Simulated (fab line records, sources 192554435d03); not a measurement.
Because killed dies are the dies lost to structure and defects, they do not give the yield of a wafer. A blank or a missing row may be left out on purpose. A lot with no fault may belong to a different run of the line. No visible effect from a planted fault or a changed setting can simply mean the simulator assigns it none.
fab line records	flow n5_finfet
record lots=7	wafers=21	last_day=17
route steps=1938 shown BEOL_M4@1098 BEOL_M5@1114 BEOL_M15@1830 PASSIVATION@1936
lots that met no fault: taken from a fault-free run of the same line
start_h: the number of hours between the record's first day and the start of the first shown wafer of the lot	wait_h: hours from the lot's prior step to this one	" same as the row above	L1.1+2: a single row standing in for several wafers	- either no value or no given start	* or withheld: withheld	< > ~ a bound
route shown NAME@n: names a module that has steps shown in the file, with the first one's number in the route	usual: mean/standard deviation taken from wafers without a fault	same: alike in all rows	chamber/n: place in a boat	sites: readings site by site	_std_site: standard deviation of those values	_edge_site: inner sites' mean taken away from outer sites' mean	radius_mm: for every site, how far away it sits from the centre of the wafer	mask NAME#n: copy n	behind: the tool/chamber that last shaped the wafer	hold: cause of the lot's hold/its duration in hours/its outcome	device: the transistor (n, p or np) that didn't switch	end of line: the same wafers' tests at the end of the route	a step with no rows: only its recipe	killed: at the first sort, the dies lost to defects and structure; wafer yield is something else	map: dies across one wafer; x = killed, . = not, _ = none there
set.NAME: the setting the step ran with; set.NAME@STEP: the setting that earlier step ran with	model.NAME: the simulator's own value behind a step, which no gauge read
a sample of lots followed through the steps of the route, with each step as a table and each wafer as a row
services: a tool's chamber out of use, with start hour (start_h, from the record's first day; less than 0 if before it), hours out, and reason
## steps
# step N5_BEOL_M4_SPUTTER_94
# recipe material=Cu	target_thk_a=45	temp_c=-20	chamber_pressure_pa=0.07	power_w=withheld	time_s=8.29
# usual throttle_valve_pct=29.5/0.78
lot.wafer	tool	chamber	start_h	wait_h	throttle_valve_pct
L411.1	pvd_sputter-01	-	168.96	0.1	29.9
L411.4	"	-	"	"	28.5
L411.5	"	-	"	"	29.9
L413.1	pvd_sputter-01	-	186.56	0.1	28.6
L413.3	"	-	"	"	30.7
L413.5	"	-	"	"	28.5
L414.1	pvd_sputter-01	-	214.14	0.1	28.3
L414.5	"	-	"	"	29.8
L414.6	"	-	"	"	28.3
L421.1	pvd_sputter-02	-	249.90	0.1	29.4
L421.4	"	-	"	"	29.6
L421.5	"	-	"	"	29.6
L423.1	pvd_sputter-03	-	267.89	0.1	29.7
L423.3	"	-	"	"	30.2
L423.4	"	-	"	"	28.9
L429.1	pvd_sputter-02	-	298.43	0.1	29.4
L429.4	"	-	"	"	30.4
L429.5	"	-	"	"	29.8
L432.3	pvd_sputter-03	-	313.68	0.1	28.8
L432.5	"	-	"	"	28.5
L432.6	"	-	"	"	29.2
# step N5_BEOL_M5_THK_MEAS_01
# recipe reads=SiCOH_lowk_of_BEOL_M5_ILD_DEP_00
# usual M5_ILD_THK=121.0/1.4
lot.wafer	tool	chamber	start_h	wait_h	M5_ILD_THK[nm]
L411.1	film_metro-01	-	171.88	0.4	121.8
L411.4	"	-	"	"	122.9
L411.5	"	-	"	"	121.9
L413.1	film_metro-02	-	189.42	0.4	121.5
L413.3	"	-	"	"	120.0
L413.5	"	-	"	"	123.1
L414.1	film_metro-01	-	217.17	0.4	120.5
L414.5	"	-	"	"	121.5
L414.6	"	-	"	"	123.6
L421.1	film_metro-01	-	252.75	0.4	120.5
L421.4	"	-	"	"	123.8
L421.5	"	-	"	"	122.9
L423.1	film_metro-02	-	270.96	0.4	120.2
L423.3	"	-	"	"	119.8
L423.4	"	-	"	"	122.7
L429.1	film_metro-02	-	301.66	0.4	120.2
L429.4	"	-	"	"	123.2
L429.5	"	-	"	"	123.4
L432.3	film_metro-01	-	316.57	0.3	119.5
L432.5	"	-	"	"	122.8
L432.6	"	-	"	"	121.8
# step N5_BEOL_M5_EXPOSE_08
# recipe mask_id=M5	na=0.33	source_shape=annular	sigma_inner=0.4	sigma_outer=0.8	polarization=unpolarized	target_cd_nm=28	dose_mj=35.75
# usual exposure_dose_mJ_cm2=35.69/0.088
# same sigma_inner=0.4
lot.wafer	tool	chamber	start_h	wait_h	mask	exposure_dose_mJ_cm2
L411.1	euv_scanner-02	0	172.87	-	M5#0	35.57
L411.4	"	0	"	"	M5#0	35.61
L411.5	"	0	"	"	M5#0	35.59
L413.1	euv_scanner-02	0	189.77	-	M5#0	35.60
L413.3	"	0	"	"	M5#0	35.63
L413.5	"	0	"	"	M5#0	35.56
L414.1	euv_scanner-01	0	218.92	-	M5#0	35.79
L414.5	"	0	"	"	M5#0	35.75
L414.6	"	0	"	"	M5#0	35.72
L421.1	euv_scanner-01	0	253.58	-	M5#0	35.78
L421.4	"	0	"	"	M5#0	35.76
L421.5	"	0	"	"	M5#0	35.75
L423.1	euv_scanner-02	0	272.36	-	M5#0	35.65
L423.3	"	0	"	"	M5#0	35.67
L423.4	"	0	"	"	M5#0	35.61
L429.1	euv_scanner-01	0	303.33	-	M5#0	31.19
L429.4	"	0	"	"	M5#0	31.18
L429.5	"	0	"	"	M5#0	31.20
L432.3	euv_scanner-01	0	318.05	-	M5#0	32.08
L432.5	"	0	"	"	M5#0	32.07
L432.6	"	0	"	"	M5#0	32.04
# step N5_BEOL_M5_CD_MEAS_11
# recipe target_cd_nm=27.74	landing_energy_ev=500	detector=se_inlens
# usual cd_nm=28.04/0.24
lot.wafer	tool	chamber	start_h	wait_h	cd_nm
L411.1	cd_sem-01	0	172.99	-	27.79
L411.4	"	0	"	"	28.32
L411.5	"	0	"	"	28.08
L413.1	cd_sem-01	0	189.90	-	28.00
L413.3	"	0	"	"	28.29
L413.5	"	0	"	"	27.73
L414.1	cd_sem-02	0	219.05	-	27.66
L414.5	"	0	"	"	27.81
L414.6	"	0	"	"	27.63
L421.1	cd_sem-01	0	253.71	-	28.07
L421.4	"	0	"	"	28.21
L421.5	"	0	"	"	27.82
L423.1	cd_sem-01	0	272.49	-	27.72
L423.3	"	0	"	"	27.60
L423.4	"	0	"	"	28.29
L429.1	cd_sem-01	0	303.46	-	25.24
L429.4	"	0	"	"	24.73
L429.5	"	0	"	"	24.80
L432.3	cd_sem-02	0	318.17	-	25.74
L432.5	"	0	"	"	25.13
L432.6	"	0	"	"	25.58
# step N5_BEOL_M5_ETCH_61
# recipe chemistry=CF4	target=SiARC	target_depth_a=156	mask_material=CAR-EUV	time_s=26	ion_energy_ev=80	pressure_mtorr=40	source_w=545	bias_w=36	Ar_flow_sccm=100	cf4_flow_sccm=100	ends=cleared
# usual drypump_motor_current_A=5.8/0.52	etch_rf_on_time_s=26.0/0.4	mfc_ar_sccm=100.0/0.31	oes_product_au=0.65/0.077	rf_vpp_V=184.2/1.2	showerhead_plenum_p_Torr=2.15/0.07	throttle_valve_pct=15.72/0.29
lot.wafer	tool	chamber	start_h	wait_h	drypump_motor_current_A	etch_rf_on_time_s	mfc_ar_sccm	oes_product_au	rf_hours_counter_h	rf_vpp_V	showerhead_plenum_p_Torr	throttle_valve_pct
L411.1	rie_diel-02	3	173.17	0.0	4.8	26.4	100.1	0.63	183	184.7	2.14	15.84
L411.4	"	2	"	"	5.6	26.2	99.8	0.64	135	183.2	2.15	15.41
L411.5	"	3	"	"	4.8	26.0	100.2	0.64	-	182.9	2.14	15.84
L413.1	rie_diel-04	2	190.08	0.0	5.5	26.3	100.0	0.64	171	183.1	2.22	15.71
L413.3	"	0	"	"	6.1	26.4	100.2	0.61	183	184.1	2.13	15.80
L413.5	"	0	"	"	6.1	26.4	99.5	0.61	-	182.8	2.13	15.79
L414.1	rie_diel-02	0	219.23	0.0	6.1	26.3	99.7	0.60	225	184.3	2.12	16.04
L414.5	"	2	"	"	5.6	26.0	100.0	0.63	-	184.9	2.14	15.43
L414.6	"	3	"	"	4.7	26.1	100.3	0.62	-	183.0	2.13	15.87
L421.1	rie_diel-02	1	253.88	0.0	5.9	25.6	100.3	0.77	30	185.5	2.28	15.26
L421.4	"	0	"	"	6.0	26.0	99.6	0.59	235	184.4	2.11	16.06
L421.5	"	0	"	"	6.0	26.3	100.2	0.59	-	181.8	2.11	16.06
L423.1	rie_diel-02	2	272.66	0.0	5.6	26.3	99.9	0.62	163	183.0	2.14	15.47
L423.3	"	1	"	"	5.9	26.0	99.1	0.77	36	184.1	2.27	15.27
L423.4	"	3	"	"	4.7	25.9	100.1	0.62	214	184.8	2.12	15.91
L429.1	rie_diel-04	0	303.63	0.0	6.1	26.3	100.3	0.59	219	183.3	2.12	15.86
L429.4	"	2	"	"	5.5	25.9	100.0	0.63	206	185.0	2.21	15.77
L429.5	"	0	"	"	6.1	26.4	99.9	0.59	-	183.8	2.12	15.88
L432.3	rie_diel-02	3	318.34	0.0	4.7	26.0	99.9	0.61	228	184.1	2.12	15.95
L432.5	"	3	"	"	4.7	26.2	100.0	0.60	-	184.0	2.12	15.92
L432.6	"	2	"	"	5.6	26.1	100.1	0.61	-	183.0	2.13	15.49
# step N5_BEOL_M15_RC_MEAS_101
# usual COMB_M10=1.5e-11/3.3e-12	COMB_M11=1.5e-11/3.1e-12	COMB_M12=6.3e-12/1.5e-12	COMB_M13=4.6e-12/1.1e-12	COMB_M14=3.5e-12/1.1e-12	COMB_M15=2.4e-12/8.5e-13	COMB_M15_max_site=3.5e-12/1e-12	COMB_M5=3.6e-11/6.3e-12	COMB_M6=2.5e-11/5.3e-12	COMB_M7=2.6e-11/4.8e-12	COMB_M8=2.5e-11/5.5e-12	COMB_M9=1.41e-11/2.5e-12	SERP_M10=3.06/0.06	SERP_M11=3.06/0.072	SERP_M12=0.639/0.013	SERP_M12_max_site=0.653/0.013	SERP_M13=0.310/0.0053	SERP_M14=0.1604/0.0028	SERP_M14_max_site=0.1621/0.0028	SERP_M5=38.8/1.5	SERP_M5_max_site=40.5/1.8	SERP_M6=13.6/0.43	SERP_M7=13.8/0.5	SERP_M8=14.0/0.42	SERP_M8_max_site=14.4/0.48	SERP_M9=3.06/0.069
lot.wafer	tool	chamber	start_h	wait_h	COMB_M10[S/m]	COMB_M11[S/m]	COMB_M12[S/m]	COMB_M13[S/m]	COMB_M14[S/m]	COMB_M15[S/m]	COMB_M15_max_site[S/m]	COMB_M5[S/m]	COMB_M6[S/m]	COMB_M7[S/m]	COMB_M8[S/m]	COMB_M9[S/m]	SERP_M10[ohm/um]	SERP_M11[ohm/um]	SERP_M12[ohm/um]	SERP_M12_max_site[ohm/um]	SERP_M13[ohm/um]	SERP_M14[ohm/um]	SERP_M14_max_site[ohm/um]	SERP_M5[ohm/um]	SERP_M5_max_site[ohm/um]	SERP_M6[ohm/um]	SERP_M7[ohm/um]	SERP_M8[ohm/um]	SERP_M8_max_site[ohm/um]	SERP_M9[ohm/um]
L411.1	prober-01	0	258.85	0.0	1.7e-11	1.6e-11	8.2e-12	6.5e-12	4.5e-12	3.2e-12	4.1e-12	3.5e-11	2.4e-11	3.7e-11	3.4e-11	1.12e-11	3.16	3.03	0.636	0.658	0.311	0.1631	0.1658	38.5	39.2	13.2	13.8	14.7	15.0	3.05
L411.4	"	0	"	"	1.4e-11	2.1e-11	8.6e-12	5.6e-12	4.6e-12	3.3e-12	4.7e-12	3.6e-11	2.1e-11	2.3e-11	3.8e-11	9.5e-12	3.07	3.17	0.641	0.650	0.313	0.1578	0.1589	37.6	39.7	13.5	13.7	15.1	15.5	3.13
L411.5	"	0	"	"	1.3e-11	1.2e-11	7.5e-12	6.3e-12	2.9e-12	3.5e-12	4e-12	3.1e-11	2.5e-11	2.2e-11	2.3e-11	1.39e-11	2.99	3.09	0.642	0.654	0.311	0.1633	0.1651	38.1	39.0	13.2	13.6	14.6	15.3	3.11
L413.1	prober-01	0	277.92	0.0	1.2e-11	1.1e-11	6.1e-12	6.2e-12	3.1e-12	2e-12	2.3e-12	3e-11	1.8e-11	2.6e-11	2.4e-11	1.19e-11	3.08	3.08	0.646	0.657	0.309	0.1618	0.1641	39.2	40.2	13.2	13.3	13.7	14.4	3.08
L413.3	"	0	"	"	1.3e-11	1.7e-11	5.8e-12	5.3e-12	4.9e-12	2.1e-12	3e-12	5.1e-11	2.7e-11	2.6e-11	2.8e-11	1.76e-11	3.06	3.02	0.660	0.678	0.308	0.1669	0.1692	36.8	38.6	13.6	14.2	14.0	14.6	3.05
L413.5	"	0	"	"	1.5e-11	1.1e-11	5.3e-12	5.5e-12	4e-12	2.5e-12	4.4e-12	3.6e-11	2.9e-11	1.8e-11	2.9e-11	1.76e-11	3.13	3.08	0.656	0.673	0.307	0.1671	0.1684	39.9	40.8	13.6	13.9	13.5	13.7	3.03
L414.1	prober-01	0	297.73	0.0	1.5e-11	1.4e-11	6.4e-12	4.9e-12	3.9e-12	2.7e-12	4.5e-12	2.9e-11	2.6e-11	3.8e-11	1.9e-11	1.64e-11	2.96	3.10	0.652	0.658	0.299	0.1629	0.1647	44.9	45.8	13.4	14.2	14.4	14.8	3.07
L414.5	"	0	"	"	1.6e-11	1.2e-11	7.7e-12	5.4e-12	6.7e-12	3.6e-12	4.4e-12	3.3e-11	1.6e-11	1.9e-11	2.4e-11	1.48e-11	3.02	3.12	0.637	0.651	0.311	0.1594	0.1609	40.3	41.7	13.6	14.0	13.6	14.8	3.07
L414.6	"	0	"	"	1.6e-11	1.6e-11	5.2e-12	4e-12	5.6e-12	3.6e-12	5.5e-12	3.5e-11	3.4e-11	2.9e-11	2.1e-11	1.39e-11	2.92	3.08	0.627	0.635	0.308	0.1559	0.1574	41.6	43.3	13.7	14.4	14.4	14.8	2.93
L421.1	prober-02	0	340.34	0.0	1e-11	1.9e-11	5.6e-12	4.5e-12	2.4e-12	1.1e-12	2.6e-12	3.2e-11	2.1e-11	3.1e-11	1.7e-11	1.42e-11	3.04	3.08	0.655	0.672	0.320	0.1585	0.1623	39.2	40.6	14.3	13.8	14.1	14.5	2.99
L421.4	"	0	"	"	1.1e-11	1.8e-11	6e-12	4.9e-12	3.1e-12	1.6e-12	2.9e-12	5.1e-11	2.2e-11	2e-11	1.4e-11	1.11e-11	2.99	3.09	0.654	0.669	0.320	0.1599	0.1615	38.7	41.0	13.7	13.7	13.9	14.1	2.99
L421.5	"	0	"	"	1.4e-11	2e-11	7.3e-12	3.2e-12	2.6e-12	1.8e-12	3.2e-12	3.1e-11	2.8e-11	2.1e-11	2.3e-11	1.34e-11	2.96	2.99	0.649	0.665	0.310	0.1614	0.1622	37.1	40.5	13.2	13.6	13.9	14.5	3.07
L423.1	prober-02	0	357.42	0.0	1.3e-11	1.2e-11	3.4e-12	3.2e-12	3e-12	1.5e-12	2e-12	3.8e-11	4.2e-11	2.1e-11	2.3e-11	1.26e-11	3.01	3.16	0.628	0.648	0.315	0.1576	0.1595	41.3	42.8	13.3	13.6	13.5	14.0	3.05
L423.3	"	0	"	"	1.2e-11	1e-11	4.8e-12	3.6e-12	1.9e-12	1.7e-12	2.7e-12	2.2e-11	2.1e-11	3.4e-11	3.1e-11	1.63e-11	3.05	3.17	0.619	0.636	0.314	0.1615	0.1623	39.0	41.8	13.6	14.3	13.7	14.0	3.07
L423.4	"	0	"	"	1.9e-11	1.2e-11	5.4e-12	2.9e-12	2.5e-12	2e-12	2.7e-12	3.2e-11	2.4e-11	2.3e-11	2.1e-11	2.04e-11	3.00	3.11	0.613	0.628	0.307	0.1596	0.1608	41.3	43.1	13.6	14.4	13.7	14.0	3.05
L429.1	prober-01	0	387.49	0.0	1.9e-11	2.2e-11	5.7e-12	6e-12	3.9e-12	3.3e-12	5.4e-12	2.7e-11	3.5e-11	2.9e-11	3.5e-11	1.55e-11	3.10	3.11	0.640	0.655	0.314	0.1578	0.1590	50.2	54.8	13.5	13.3	13.2	14.3	3.01
L429.4	"	0	"	"	1.2e-11	1.1e-11	7.8e-12	6.1e-12	3.5e-12	2.9e-12	3.5e-12	2.9e-11	2.4e-11	2.3e-11	3.5e-11	1.32e-11	3.20	3.07	0.643	0.656	0.305	0.1644	0.1669	52.0	53.0	13.8	13.3	14.0	14.3	3.06
L429.5	"	0	"	"	1.9e-11	1.9e-11	7.5e-12	5e-12	3.6e-12	2.3e-12	3.5e-12	3.2e-11	2.4e-11	2.6e-11	1.9e-11	1.63e-11	3.15	3.02	0.629	0.642	0.312	0.1571	0.1594	50.5	52.2	13.4	14.1	13.9	14.0	3.07
L432.3	prober-01	0	398.43	0.3	1.5e-11	1.1e-11	1.04e-11	7.6e-12	4e-12	3.6e-12	5.2e-12	2.9e-11	1.6e-11	2.6e-11	2.6e-11	1.27e-11	3.14	3.01	0.622	0.630	0.310	0.1604	0.1618	45.5	46.9	13.7	13.5	14.3	14.5	3.23
L432.5	"	0	"	"	1.6e-11	1.6e-11	7.4e-12	5.5e-12	4.3e-12	3.4e-12	4.6e-12	4.1e-11	1.7e-11	2.1e-11	2.2e-11	1.34e-11	3.08	2.98	0.644	0.654	0.307	0.1579	0.1600	45.0	48.8	13.6	13.1	14.2	14.7	3.04
L432.6	"	0	"	"	1.7e-11	1.1e-11	7.5e-12	5e-12	5e-12	3.6e-12	4.1e-12	4.4e-11	2.2e-11	3.3e-11	1.9e-11	1.86e-11	3.11	3.07	0.645	0.661	0.314	0.1610	0.1620	47.2	49.7	14.0	13.7	13.9	14.2	3.24
# sites SERP_M5 radius_mm=0,75,75,75,75,140,140,140,140
L411.1 37.5 37.8 39.2 37.7 37.7 38.5 38.8 38.9 38.8
L413.1 40.2 39.3 39.5 40.0 39.2 36.7 36.8 37.1 36.2
L414.1 45.7 45.8 45.5 44.9 45.1 43.8 42.5 43.8 44.5
L421.1 37.0 38.5 37.8 37.6 39.8 39.2 39.7 39.4 40.6
L423.1 41.3 42.4 41.4 42.8 41.3 40.2 40.6 40.7 40.1
L429.1 47.4 50.2 48.6 47.5 50.2 53.3 50.6 50.6 54.8
L432.3 44.3 46.5 45.4 44.4 45.2 46.9 46.0 45.5 46.9
# step N5_PASSIVATION_PROBE_49
# usual defect_limited_yield=91.1/1.4	killed_at_M0_to_M3=33/10	killed_at_M4_up=15/5.8	killed_at_contacts=13/5.9	killed_at_front_end=39/11	killed_at_other=4/3.6	killed_dies=105/16	killed_open=68/11	killed_short=34/7.8	sort_bin_5_function=5.2/0.88	sort_bin_6_memory=3.3/0.61	sort_n_pass=1075/16	sort_yield_pct=91.1/1.4
# same gross_dies=1180	killed_at_back_side=0	sort_bin_4_leakage[%]=0	sort_bin_8_speed[%]=0
lot.wafer	tool	chamber	start_h	wait_h	defect_limited_yield[%]	killed_at_M0_to_M3	killed_at_M4_up	killed_at_contacts	killed_at_front_end	killed_at_other	killed_dies	killed_open	killed_short	sort_bin_5_function[%]	sort_bin_6_memory[%]	sort_n_pass	sort_yield_pct[%]
L429.1	prober-02	-	402.30	0.0	92.4	24	22	18	26	0	90	58	18	4.7	2.9	1090	92.4
L429.4	prober-02	-	402.45	0.2	91.6	20	30	13	34	2	99	52	32	4.5	3.5	1081	91.6
L429.5	prober-02	-	402.50	0.2	90.6	21	29	26	35	0	111	58	36	6.0	2.9	1069	90.6
L432.3	prober-01	-	414.34	0.1	91.8	31	12	9	41	4	97	70	20	5.3	2.5	1083	91.8
# killed by level:class
L429.1 MOL_CONTACT_COAG:geometric_particle:open=16 BEOL_M5:area_expose=13 STI_FIN_REVEAL:geometric_particle:open=10 BEOL_M4:geometric_particle:open=5 BEOL_M0_SAQP:geometric_particle:open=5 BEOL_M2:geometric_particle:open=5 DUMMY_GATE:geometric_particle:open=4 GATE_CUT:geometric_particle:short=4
L429.4 BEOL_M5:area_expose=13 FIN_SAQP:geometric_particle:short=11 STI_FIN_REVEAL:geometric_particle:open=9 FIN_SAQP:geometric_particle:open=7 MOL_CONTACT_COAG:geometric_particle:open=7 BEOL_M4:geometric_particle:open=6 BEOL_M1:geometric_particle:open=5 MOL_CONTACT_COAG:geometric_particle:short=5
L429.5 MOL_CONTACT_COAG:geometric_particle:open=19 BEOL_M5:area_expose=11 STI_FIN_REVEAL:geometric_particle:open=10 BEOL_M4:geometric_particle:short=9 FIN_SAQP:geometric_particle:short=8 GATE_CUT:geometric_particle:short=5 MOL_CONTACT_COAG:geometric_particle:short=5 BEOL_M0_SAQP:geometric_particle:open=5
L432.3 STI_FIN_REVEAL:geometric_particle:open=14 BEOL_M1:geometric_particle:open=9 MOL_CONTACT_COAG:geometric_particle:open=8 GATE_CUT:geometric_particle:open=5 BEOL_M2:geometric_particle:open=5 FIN_SAQP:geometric_particle:open=4 BEOL_M0_SAQP:geometric_particle:open=4 BEOL_M1:geometric_particle:short=4
## services
tool	chamber	start_h	hours	kind
euv_scanner-01	0	156.87	-	calibration
pvd_sputter-03	-	161.93	6.6	repair
pvd_sputter-02	-	185.64	12.6	repair
euv_scanner-02	-	197.40	1.0	pm
euv_scanner-01	-	198.41	1.0	pm
rie_diel-02	0	202.66	7.8	repair
rie_diel-02	2	206.69	6.6	repair
rie_diel-04	3	210.24	-	clean
rie_diel-04	3	210.24	-	consumable_replace:focus_ring
rie_diel-04	3	210.24	-	consumable_replace:showerhead
euv_scanner-02	-	247.50	4.6	pm
euv_scanner-02	-	253.55	1.0	pm
euv_scanner-01	-	254.56	1.0	pm
rie_diel-02	3	267.45	4.0	repair
rie_diel-02	-	275.75	2.8	pm
euv_scanner-01	-	276.89	25.6	repair
euv_scanner-02	0	286.50	-	calibration
rie_diel-02	0	303.00	-	clean
rie_diel-02	0	303.00	-	consumable_replace:focus_ring
rie_diel-02	0	303.00	19.1	scheduled_down
rie_diel-02	0	303.00	19.1	vent_cycle
euv_scanner-01	-	303.59	4.6	pm
euv_scanner-02	-	309.70	1.0	pm
euv_scanner-01	-	310.71	1.0	pm
## key
first_sign step=N5_BEOL_M5_EXPOSE_08	reading=exposure_dose_mJ_cm2	direction=down	sigmas=46	usual=35.69	struck=31.63
effect step=N5_BEOL_M5_CD_MEAS_11	reading=cd_nm	direction=down	sigmas=12	usual=28.04	struck=25.20	through=control_loop
effect step=N5_BEOL_M15_RC_MEAS_101	reading=SERP_M5	direction=up	sigmas=6.5	usual=38.8	struck=48.4
met_at N5_BEOL_M5_EXPOSE_08
struck_lots L429,L432
loop_trim step=N5_BEOL_M5_EXPOSE_08	setting=dose	lots=L432
not_acting_at N5_BEOL_M4_SPUTTER_94,N5_BEOL_M5_THK_MEAS_01,N5_BEOL_M5_ETCH_61
onset_between 253.58 303.33
fault kind=process_parameter_drift	tool=euv_scanner-01	chamber=-	onset_h=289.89	steps=N5_BEOL_M5_EXPOSE_08	channel=dose_mj	offset=-4.5904	shape=step	acts_in=these_recipes_only	stated=35.75
# loop_trim: a control loop set the setting to another value than it would have without faults
